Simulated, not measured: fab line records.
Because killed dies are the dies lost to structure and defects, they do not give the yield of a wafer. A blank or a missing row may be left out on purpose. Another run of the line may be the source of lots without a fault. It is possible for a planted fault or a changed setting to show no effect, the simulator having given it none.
Matching of chambers	flow n5 finfet	N5_BEOL_M10_ETCH_65 on rie diel-06 has 4 sister chambers
The step etches SiARC in CF4, target depth 39 nm, time 65 s. 4 wafers are shown with their chamber, then 8 later ones without.

## WAFERS, EACH WITH ITS CHAMBER
wafer	chamber	drypump motor current A (A)
L087.2	2	5.1
L087.3	0	5.9
L090.4	1	5.7
L093.1	3	5.9

## WAFERS MISSING THEIR CHAMBER
wafer	drypump motor current A (A)
L093.3	5.8
L093.5	5.8
L091.1	5.9
L091.4	5.9
L091.6	5.0
L094.1	5.9
L094.4	5.8
L094.5	5.9

## WHICH CHAMBER EACH WENT THROUGH
wafer	from the rows above	in truth
L093.3	can't be placed: 1 or 0 or 3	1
L093.5	can't be placed: 1 or 0 or 3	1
L091.1	can't be placed: 0 or 3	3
L091.4	can't be placed: 0 or 3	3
L091.6	2	2
L094.1	can't be placed: 0 or 3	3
L094.4	can't be placed: 1 or 0 or 3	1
L094.5	can't be placed: 0 or 3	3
Correct placement for 1 of the 8. These rows do not allow placing 7 (true chamber among the candidates in 7). 0 placed wrongly.
How it was worked out, from the rows above alone: a wafer's distance from a chamber is the root of the sum, over the readings, of the square of ((its reading less the chamber's mean) divided by the reading's scatter). The wafer belongs to the nearest chamber; if the next one is less than 2 further off, it can't be placed. A chamber's mean is the mean of its shown wafers. The scatter: root of mean squared gap, hidden wafer to nearest shown wafer, with one shown wafer a chamber.
